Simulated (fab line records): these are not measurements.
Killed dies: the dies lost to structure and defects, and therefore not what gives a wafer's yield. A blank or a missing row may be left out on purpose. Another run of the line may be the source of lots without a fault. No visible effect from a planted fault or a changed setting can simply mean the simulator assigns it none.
Which tool was responsible? -- flow nand_harc -- 39 wafers from 13 lots sampled at 5 of the route's 1159 steps

WHAT EACH GAUGE READ, for each wafer
NHARC_P_STI_CD_MEAS_09: target cd 200 nm. Usual: cd_nm reads 200.0 nm (standard deviation 1.8).
lot,measured,on,cd_nm (nm),flag
L736,day 2 07:40,cd_sem-03,199.9 199.7 201.2,
L737,day 2 18:35,cd_sem-03,200.3 197.2 197.7,
L740,day 3 12:13,cd_sem-03,127.0 125.7 126.5,OFF
L742,day 3 20:19,cd_sem-03,127.6 125.9 126.0,OFF
L746,day 4 22:50,cd_sem-02,135.9 134.0 133.3,OFF
L748,day 5 12:32,cd_sem-02,199.6 201.3 199.2,
L749,day 5 19:34,cd_sem-03,201.7 200.5 202.0,
L754,day 6 22:36,cd_sem-02,200.9 197.8 200.6,
L755,day 7 04:50,cd_sem-03,200.1 200.6 201.4,
L756,day 7 11:31,cd_sem-01,199.9 202.4 200.1,
L757,day 7 19:46,cd_sem-03,198.9 197.0 198.6,
L758,day 7 19:36,cd_sem-03,200.2 199.2 201.3,
L759,day 8 04:48,cd_sem-03,201.1 198.1 199.7,

NHARC_P_STI_INSPECT_25. Usual: raw_defect_count reads 209 (standard deviation 74).
lot,measured,on,raw_defect_count,flag
L736,day 3 18:35,defect_inspect-01,130 118 170,
L737,day 3 23:19,defect_inspect-02,157 285 162,
L740,day 4 13:48,defect_inspect-02,217 251 388,
L742,day 5 03:53,defect_inspect-01,201 232 159,
L746,day 6 07:56,defect_inspect-01,180 146 174,
L748,day 7 01:14,defect_inspect-02,170 223 140,
L749,day 7 05:03,defect_inspect-02,347 194 212,
L754,day 8 02:11,defect_inspect-02,281 126 117,
L755,day 8 10:21,defect_inspect-01,293 275 283,
L756,day 8 17:39,defect_inspect-02,127 138 205,
L757,day 9 01:46,defect_inspect-02,255 179 295,
L758,day 9 01:46,defect_inspect-01,271 170 128,
L759,day 9 07:57,defect_inspect-01,180 164 169,

TOOL THAT RAN EACH LOT (tool first, then ch and the chambers of the sampled wafers, then the start)
lot,NHARC_P_ZERO_WELL_ETCH_65,NHARC_P_STI_PEB_07,NHARC_P_STI_DESCUM_14
L736,"rie_diel-02 ch 0,2,3, day 1 13:29","litho_track-07 ch 0, day 2 07:35","rie_diel-10 ch 2,3, day 2 07:55"
L737,"rie_diel-01 ch 0,3, day 1 19:31","litho_track-02 ch 0, day 2 18:30","rie_diel-05 ch 0,1,2, day 2 18:51"
L740,"rie_diel-13 ch 0,2,3, day 2 13:37","litho_track-02 ch 0, day 3 12:07","rie_diel-04 ch 0,1,3, day 3 12:29"
L742,"rie_diel-13 ch 0,2,3, day 3 01:32","litho_track-02 ch 0, day 3 20:14","rie_diel-04 ch 0,1, day 3 20:34"
L746,"rie_diel-02 ch 0,1, day 4 01:23","litho_track-02 ch 0, day 4 22:44","rie_diel-04 ch 0,1,2, day 4 23:06"
L748,"rie_diel-01 ch 0,2,3, day 4 13:31","litho_track-07 ch 0, day 5 12:28","rie_diel-05 ch 1,3, day 5 12:49"
L749,"rie_diel-01 ch 0,2,3, day 4 19:22","litho_track-05 ch 0, day 5 19:29","rie_diel-10 ch 1,2,3, day 5 19:52"
L754,"rie_diel-13 ch 1,2,3, day 6 01:28","litho_track-07 ch 0, day 6 22:31","rie_diel-10 ch 0,1,3, day 6 22:52"
L755,"rie_diel-02 ch 1,2, day 6 07:29","litho_track-07 ch 0, day 7 04:46","rie_diel-10 ch 0,2, day 7 05:06"
L756,"rie_diel-13 ch 2,3, day 6 13:47","litho_track-07 ch 0, day 7 11:26","rie_diel-10 ch 0,1, day 7 11:47"
L757,"rie_diel-13 ch 0,2,3, day 6 19:29","litho_track-02 ch 0, day 7 19:41","rie_diel-04 ch 1,2, day 7 20:02"
L758,"rie_diel-02 ch 2,3, day 7 01:32","litho_track-07 ch 0, day 7 19:31","rie_diel-04 ch 0,1, day 7 19:52"
L759,"rie_diel-13 ch 0,1,2, day 7 07:30","litho_track-05 ch 0, day 8 04:43","rie_diel-10 ch 0,1,3, day 8 05:04"
- NHARC_P_ZERO_WELL_ETCH_65: etches the open film in N2/H2, target depth 80 nm, overetch 24 nm, time 87.88 s.
- NHARC_P_STI_PEB_07: peb time 80 s.
- NHARC_P_STI_DESCUM_14: chemistry O2, time 3 s.

AS READ BY THE TOOLS THEMSELVES (means over the sampled wafers that have a number; for cases with no such wafer, the mark the record gives instead)
NHARC_P_ZERO_WELL_ETCH_65. Usual: for drypump_motor_current_A, 5.8 A with a standard deviation of 0.43; for n2_flow_sccm, 150.0 sccm with a standard deviation of 0.46; for oes_product_au, 1.003 a.u. with a standard deviation of 0.0079; for rf_fwd_power_W, 396.7 W with a standard deviation of 1.4; for rf_vpp_V, 430.3 V with a standard deviation of 2.3; for showerhead_plenum_p_Torr, 2.03 Torr with a standard deviation of 0.076; for throttle_valve_pct, 14.173 % with a standard deviation of 0.0094.
lot,tool,drypump_motor_current_A (A),n2_flow_sccm (sccm),oes_product_au (a.u.),rf_fwd_power_W (W),rf_vpp_V (V),showerhead_plenum_p_Torr (Torr),throttle_valve_pct (%),flag
L736,rie_diel-02,5.6,149.8,1.006,396.3,429.6,2.02,14.179,
L737,rie_diel-01,6.2,150.2,1.007,396.8,433.0,2.14,14.175,
L740,rie_diel-13,5.9,150.2,1.006,397.0,429.2,2.03,14.175,
L742,rie_diel-13,5.9,150.2,1.003,398.1,429.8,2.03,14.179,
L746,rie_diel-02,5.6,150.0,0.998,396.6,429.8,2.05,14.168,
L748,rie_diel-01,6.2,150.1,1.002,397.2,431.4,2.09,14.171,
L749,rie_diel-01,6.2,149.9,1.005,397.2,431.9,2.09,14.161,
L754,rie_diel-13,5.9,149.7,1.004,396.7,430.7,2.05,14.169,
L755,rie_diel-02,5.7,150.0,0.995,397.2,430.1,2.06,14.162,
L756,rie_diel-13,5.7,150.0,0.998,396.6,430.6,2.05,14.178,
L757,rie_diel-13,5.9,150.3,1.014,396.2,430.9,2.03,14.168,
L758,rie_diel-02,5.4,150.5,1.006,396.3,428.9,1.98,14.179,
L759,rie_diel-13,6.2,150.3,1.011,396.8,430.7,2.02,14.173,

NHARC_P_STI_PEB_07. Usual: heater_power_total_W 189.8 W, standard deviation 0.76; plate_temp_C 128.01 C, standard deviation 0.15.
lot,tool,heater_power_total_W (W),plate_temp_C (C),flag
L736,litho_track-07,189.2,127.79,
L737,litho_track-02,189.1,128.07,
L740,litho_track-02,176.7,121.17,OFF
L742,litho_track-02,176.8,121.31,OFF
L746,litho_track-02,177.2,121.23,OFF
L748,litho_track-07,189.2,127.98,
L749,litho_track-05,189.3,127.91,
L754,litho_track-07,189.8,128.09,
L755,litho_track-07,189.9,127.99,
L756,litho_track-07,189.0,127.80,
L757,litho_track-02,189.9,127.99,
L758,litho_track-07,190.4,128.08,
L759,litho_track-05,190.2,127.85,

NHARC_P_STI_DESCUM_14. Usual: drypump_motor_current_A 5.7 A, standard deviation 0.47; oes_product_au 0.999 a.u., standard deviation 0.0077; rf_vpp_V 57.7 V, standard deviation 1; showerhead_plenum_p_Torr 1.88 Torr, standard deviation 0.09; throttle_valve_pct 11.312 %, standard deviation 0.0092.
lot,tool,drypump_motor_current_A (A),oes_product_au (a.u.),rf_vpp_V (V),showerhead_plenum_p_Torr (Torr),throttle_valve_pct (%),flag
L736,rie_diel-10,5.6,0.999,57.8,1.80,11.313,
L737,rie_diel-05,6.1,1.004,57.2,1.90,11.312,
L740,rie_diel-04,5.9,1.004,58.0,1.91,11.312,
L742,rie_diel-04,5.8,1.003,57.3,1.87,11.313,
L746,rie_diel-04,6.0,1.005,57.8,1.87,11.301,
L748,rie_diel-05,5.5,1.012,58.5,1.88,11.309,
L749,rie_diel-10,5.2,0.998,57.0,1.80,11.322,
L754,rie_diel-10,5.2,0.989,57.1,1.85,11.303,
L755,rie_diel-10,5.7,0.986,57.8,1.85,11.305,
L756,rie_diel-10,5.0,0.991,58.1,1.85,11.316,
L757,rie_diel-04,5.8,0.994,58.5,1.91,11.302,
L758,rie_diel-04,6.0,1.007,58.0,1.83,11.307,
L759,rie_diel-10,5.2,1.002,57.2,1.85,11.304,

THE ANSWER, worked out from the rows above alone
Rule: take the mean of a lot's wafers that have a number; if it is more than 3 standard deviations from the usual mean, the lot is off. A lot without any number at a reading at which 4 lots or more have one is off too. All remaining lots with rows at the step are treated as sound. First the gauges in route order, then the tools' own readings, where a lot's mean is used as printed above. The first step at which some lot is off is used, and at that step the reading that is off furthest; a lot without a number counts as furthest.
Off: L740, L742, L746, at NHARC_P_STI_CD_MEAS_09 (cd_nm).
A tool fits if, at a process step before that reading, it ran every lot that is off, and no sound lot after the first of them. Not tried: the gauges at NHARC_P_STI_CD_MEAS_09; whatever is off there is also off at NHARC_P_STI_PEB_07, on other tools, and gauge error can't account for it. None of those tried fits.

WHAT THE SIMULATOR PUT IN
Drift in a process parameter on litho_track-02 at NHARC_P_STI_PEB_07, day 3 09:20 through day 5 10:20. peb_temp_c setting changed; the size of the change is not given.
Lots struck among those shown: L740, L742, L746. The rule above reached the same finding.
